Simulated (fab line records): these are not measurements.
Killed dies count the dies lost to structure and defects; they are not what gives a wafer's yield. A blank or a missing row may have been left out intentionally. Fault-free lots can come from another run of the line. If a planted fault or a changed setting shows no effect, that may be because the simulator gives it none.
Which tool was responsible? + flow n5_finfet + Sampling: 10 lots, 28 wafers, 5 of 1938 route steps

== WHAT THE GAUGES READ, wafer by wafer ==
N5_BEOL_M4_RC_MEAS_101. Usual: DIBL_N 37.4 mV/V, standard deviation 2.1; DIBL_P 37.8 mV/V, standard deviation 2.5; IOFF_N 0.19 nA/um, standard deviation 0.045; IOFF_P 0.24 nA/um, standard deviation 0.05; ION_N 682 uA/um, standard deviation 16; ION_P 467 uA/um, standard deviation 11; SS_N 71.9 mV/dec, standard deviation 0.67; SS_P 73.6 mV/dec, standard deviation 0.76; VT_N 247 mV, standard deviation 3.6; VT_P -248 mV, standard deviation 3.6.
| lot  | measured     | on        | DIBL_N (mV/V)  | DIBL_P (mV/V)  | IOFF_N (nA/um) | IOFF_P (nA/um) | ION_N (uA/um) | ION_P (uA/um) | SS_N (mV/dec)  | SS_P (mV/dec)  | VT_N (mV)   | VT_P (mV)      | flag |
|------|--------------|-----------|----------------|----------------|----------------|----------------|---------------|---------------|----------------|----------------|-------------|----------------|------|
| L824 | day 7 20:51  | prober-02 | 38.1 38.6 36.7 | 39.5 39.0 37.9 | 0.21 0.22 0.19 | 0.28 0.29 0.28 | 690 698 696   | 475 479 477   | 71.5 71.9 71.7 | 73.1 73.1 72.5 | 244 243 241 | -245 -244 -243 |      |
| L825 | day 8 17:21  | prober-02 | 35.1 37.9 36.0 | 34.3 36.8 33.6 | 0.15 0.19 0.14 | 0.19 0.22 0.18 | 694 690 650   | 475 465 447   | 71.3 72.0 72.1 | 72.7 73.8 73.1 | 249 244 253 | -252 -249 -252 |      |
| L826 | day 8 13:41  | prober-01 | 35.5 37.0      | 36.7 36.9      | 0.14 0.16      | 0.21 0.22      | 666 669       | 463 458       | 71.5 71.8      | 73.2 73.8      | 252 249     | -252 -249      |      |
| L828 | day 8 23:06  | prober-02 | 38.9 35.4 33.9 | 39.8 36.1 34.6 | 0.23 0.16 0.13 | 0.29 0.22 0.20 | 704 665 682   | 477 459 477   | 73.0 72.0 71.7 | 74.0 73.6 72.8 | 242 245 250 | -244 -246 -250 |      |
| L833 | day 10 15:50 | prober-01 | 37.0 38.8      | 37.4 39.4      | 0.17 0.19      | 0.23 0.26      | 688 669       | 469 458       | 71.7 71.3      | 73.8 73.7      | 249 249     | -246 -245      |      |
| L835 | day 11 05:55 | prober-01 | 41.3 40.2 39.6 | 43.0 42.4 40.5 | 0.24 0.24 0.23 | 0.33 0.32 0.28 | 676 695 713   | 463 479 481   | 72.7 72.9 72.3 | 74.0 74.7 74.7 | 245 245 245 | -246 -247 -246 |      |
| L840 | day 12 19:22 | prober-01 | 40.4 37.5 40.2 | 43.3 37.7 42.0 | 0.25 0.17 0.26 | 0.38 0.23 0.35 | 675 663 710   | 465 453 484   | 72.9 72.1 71.9 | 75.2 72.9 74.2 | 243 252 241 | -243 -249 -239 |      |
| L842 | day 13 04:29 | prober-01 | 35.8 36.1 38.4 | 34.2 33.9 36.6 | 0.13 0.14 0.16 | 0.18 0.19 0.22 | 677 681 673   | 471 471 465   | 70.6 70.8 71.3 | 72.6 72.5 73.1 | 252 251 252 | -251 -250 -249 |      |
| L845 | day 14 03:58 | prober-01 | 36.1 35.7 35.1 | 36.7 36.4 36.8 | 0.15 0.15 0.14 | 0.20 0.21 0.21 | 659 656 673   | 448 452 461   | 71.9 71.4 72.2 | 72.8 73.3 73.0 | 251 248 250 | -252 -249 -252 |      |
| L846 | day 14 18:05 | prober-02 | 32.9 37.6 31.9 | 33.6 38.6 32.6 | 0.11 0.20 0.10 | 0.19 0.29 0.18 | 677 699 665   | 477 483 468   | 70.8 72.1 71.5 | 72.6 74.1 72.6 | 253 245 257 | -247 -245 -248 |      |

== TOOL THAT RAN EACH LOT (tool first, then ch and the chambers of the sampled wafers, then the start) ==
| lot  | N5_BEOL_M1_HM_OPEN_17             | N5_BEOL_M1_STRIP_19                | N5_BEOL_M1_ALD_98                 | N5_BEOL_M1_ETCHBACK_99             |
|------|-----------------------------------|------------------------------------|-----------------------------------|------------------------------------|
| L824 | rie_metal-03 ch 0,1, day 6 08:22  | rie_diel-06 ch 0,1,2, day 6 08:32  | ald_sin-01 ch 1,2,3, day 6 09:20  | rie_diel-03 ch 0,1,2, day 6 10:06  |
| L825 | rie_metal-03 ch 0,1, day 6 19:53  | rie_diel-06 ch 0,1,2, day 6 19:58  | ald_sin-04 ch 0,2, day 6 21:01    | rie_diel-06 ch 2,3, day 7 01:53    |
| L826 | rie_metal-01 ch 0,1, day 6 21:29  | rie_diel-04 ch 0,1, day 6 21:33    | ald_sin-01 ch 0,3, day 6 22:50    | rie_diel-04 ch 1,2, day 7 01:25    |
| L828 | rie_metal-01 ch 0,1, day 7 09:13  | rie_diel-04 ch 0,1,3, day 7 09:28  | ald_sin-01 ch 0,2,3, day 7 10:41  | rie_diel-03 ch 1,2,3, day 7 14:32  |
| L833 | rie_metal-03 ch 1, day 8 17:12    | rie_diel-03 ch 1, day 8 17:19      | ald_sin-01 ch 0,3, day 8 18:27    | rie_diel-06 ch 0,1, day 8 20:28    |
| L835 | rie_metal-02 ch 0,1, day 9 08:55  | rie_diel-06 ch 1,2,3, day 9 08:59  | ald_sin-01 ch 0,1,2, day 9 09:46  | rie_diel-04 ch 0,1, day 9 16:20    |
| L840 | rie_metal-02 ch 0,1, day 10 15:40 | rie_diel-06 ch 2,3, day 10 15:47   | ald_sin-04 ch 1,3, day 10 17:36   | rie_diel-04 ch 2,3, day 10 19:59   |
| L842 | rie_metal-03 ch 1, day 11 01:47   | rie_diel-06 ch 0,1,2, day 11 01:54 | ald_sin-04 ch 0,1,2, day 11 02:40 | rie_diel-03 ch 1,2,3, day 11 09:29 |
| L845 | rie_metal-02 ch 1, day 11 20:41   | rie_diel-06 ch 1,3, day 11 20:48   | ald_sin-03 ch 0,1,2, day 11 22:12 | rie_diel-03 ch 0,3, day 12 06:40   |
| L846 | rie_metal-01 ch 0,1, day 12 02:28 | rie_diel-03 ch 1,2, day 12 02:34   | ald_sin-01 ch 1,3, day 12 03:47   | rie_diel-06 ch 0,2,3, day 12 13:25 |
- N5_BEOL_M1_HM_OPEN_17: chemistry Cl2/BCl3, target TiN, target depth 20 nm, overetch 6 nm.
- N5_BEOL_M1_STRIP_19: strips in O2.
- N5_BEOL_M1_ALD_98: deposits SiO2, target thk 2.5 nm, pulse time 1 s, co reactant pulse time 1 s.
- N5_BEOL_M1_ETCHBACK_99: etches SiO2 in CHF3, target depth 5 nm, time 10.4 s.

== WHAT THE TOOLS THEMSELVES READ (means of the sampled wafers that have a number; where no wafer has one, the mark that the record gives instead) ==
N5_BEOL_M1_HM_OPEN_17. Usual: drypump_motor_current_A 5.7 A, standard deviation 0.37; oes_product_au 0.68 a.u., standard deviation 0.084; throttle_valve_pct 22.02 %, standard deviation 0.25.
| lot  | tool         | drypump_motor_current_A (A) | oes_product_au (a.u.) | throttle_valve_pct (%) | flag |
|------|--------------|-----------------------------|-----------------------|------------------------|------|
| L824 | rie_metal-03 | 5.7                         | 0.68                  | 21.96                  |      |
| L825 | rie_metal-03 | 5.7                         | 0.68                  | 21.96                  |      |
| L826 | rie_metal-01 | 5.3                         | 0.66                  | 22.23                  |      |
| L828 | rie_metal-01 | 5.3                         | 0.70                  | 22.24                  |      |
| L833 | rie_metal-03 | 6.0                         | 0.67                  | 22.21                  |      |
| L835 | rie_metal-02 | 5.9                         | 0.64                  | 21.80                  |      |
| L840 | rie_metal-02 | 5.9                         | 0.63                  | 21.80                  |      |
| L842 | rie_metal-03 | 6.0                         | 0.65                  | 22.22                  |      |
| L845 | rie_metal-02 | 6.3                         | 0.63                  | 21.61                  |      |
| L846 | rie_metal-01 | 5.4                         | 0.78                  | 22.23                  |      |

N5_BEOL_M1_STRIP_19. Usual: drypump_motor_current_A 5.9 A, standard deviation 0.33; oes_product_au 0.79 a.u., standard deviation 0.093; rf_vpp_V 3.7 V, standard deviation 0.51; showerhead_plenum_p_Torr 2.06 Torr, standard deviation 0.074; throttle_valve_pct 16.63 %, standard deviation 0.21.
| lot  | tool        | drypump_motor_current_A (A) | oes_product_au (a.u.) | rf_vpp_V (V) | showerhead_plenum_p_Torr (Torr) | throttle_valve_pct (%) | flag |
|------|-------------|-----------------------------|-----------------------|--------------|---------------------------------|------------------------|------|
| L824 | rie_diel-06 | 5.8                         | 0.78                  | 3.8          | 2.06                            | 16.67                  |      |
| L825 | rie_diel-06 | 5.8                         | 0.78                  | 3.4          | 2.06                            | 16.68                  |      |
| L826 | rie_diel-04 | 5.8                         | 0.76                  | 3.3          | 2.08                            | 16.45                  |      |
| L828 | rie_diel-04 | 5.7                         | 0.77                  | 3.8          | 2.04                            | 16.45                  |      |
| L833 | rie_diel-03 | 5.5                         | 0.73                  | 3.2          | 2.00                            | 16.97                  |      |
| L835 | rie_diel-06 | 6.0                         | 0.77                  | 4.1          | 2.07                            | 16.71                  |      |
| L840 | rie_diel-06 | 5.9                         | 0.89                  | 3.2          | 2.09                            | 16.40                  |      |
| L842 | rie_diel-06 | 5.8                         | 0.83                  | 3.7          | 2.05                            | 16.59                  |      |
| L845 | rie_diel-06 | 6.0                         | 0.78                  | 3.6          | 2.03                            | 16.80                  |      |
| L846 | rie_diel-03 | 6.2                         | 0.86                  | 3.4          | 2.05                            | 16.55                  |      |

N5_BEOL_M1_ALD_98. Usual: heater_power_w 77 W, standard deviation 7.1; precursor_pulse_height_rel 1.003, standard deviation 0.019.
| lot  | tool       | heater_power_w (W) | precursor_pulse_height_rel | flag |
|------|------------|--------------------|----------------------------|------|
| L824 | ald_sin-01 | 78                 | 0.996                      |      |
| L825 | ald_sin-04 | 77                 | 1.011                      |      |
| L826 | ald_sin-01 | 72                 | 1.006                      |      |
| L828 | ald_sin-01 | 73                 | 1.005                      |      |
| L833 | ald_sin-01 | 70                 | 0.997                      |      |
| L835 | ald_sin-01 | 77                 | 1.011                      |      |
| L840 | ald_sin-04 | 84                 | 0.999                      |      |
| L842 | ald_sin-04 | 74                 | 1.004                      |      |
| L845 | ald_sin-03 | 75                 | 0.993                      |      |
| L846 | ald_sin-01 | 77                 | 1.002                      |      |

N5_BEOL_M1_ETCHBACK_99. Usual: drypump_motor_current_A 5.9 A, standard deviation 0.33; oes_product_au 0.79 a.u., standard deviation 0.095; rf_vpp_V 238 V, standard deviation 6.7; showerhead_plenum_p_Torr 2.12 Torr, standard deviation 0.081; throttle_valve_pct 17.07 %, standard deviation 0.21.
| lot  | tool        | drypump_motor_current_A (A) | oes_product_au (a.u.) | rf_vpp_V (V) | showerhead_plenum_p_Torr (Torr) | throttle_valve_pct (%) | flag |
|------|-------------|-----------------------------|-----------------------|--------------|---------------------------------|------------------------|------|
| L824 | rie_diel-03 | 6.0                         | 0.78                  | 235          | 2.12                            | 17.11                  |      |
| L825 | rie_diel-06 | 5.9                         | 0.71                  | 242          | 2.18                            | 17.16                  |      |
| L826 | rie_diel-04 | 6.1                         | 0.72                  | 248          | 2.25                            | 17.26                  |      |
| L828 | rie_diel-03 | 5.9                         | 0.71                  | 235          | 2.08                            | 17.13                  |      |
| L833 | rie_diel-06 | 5.8                         | 0.80                  | 237          | 2.08                            | 17.21                  |      |
| L835 | rie_diel-04 | 5.7                         | 0.73                  | 239          | 2.11                            | 16.92                  |      |
| L840 | rie_diel-04 | 5.9                         | 0.88                  | 249          | 2.16                            | 17.05                  |      |
| L842 | rie_diel-03 | 5.9                         | 0.87                  | 236          | 2.16                            | 16.88                  |      |
| L845 | rie_diel-03 | 5.6                         | 0.90                  | 237          | 2.27                            | 16.83                  |      |
| L846 | rie_diel-06 | 5.8                         | 0.87                  | 240          | 2.20                            | 16.97                  |      |

== THE ANSWER, worked out from the rows above alone ==
Rule: a lot is off if the mean of its wafers that have a number lies more than 3 standard deviations from the usual mean. Also off: a lot with no number at a reading for which 4 or more lots have one. All remaining lots with rows at the step are treated as sound. Order of review: gauges by route order, followed by the tools' own readings, for which a lot's mean as printed above is used. The first step at which some lot is off is used, and at that step the reading that is off furthest; a lot without a number counts as furthest.
No lot is off on any of the readings shown, so nothing can be concluded from this.

== WHAT HAD BEEN PUT IN BY THE SIMULATOR ==
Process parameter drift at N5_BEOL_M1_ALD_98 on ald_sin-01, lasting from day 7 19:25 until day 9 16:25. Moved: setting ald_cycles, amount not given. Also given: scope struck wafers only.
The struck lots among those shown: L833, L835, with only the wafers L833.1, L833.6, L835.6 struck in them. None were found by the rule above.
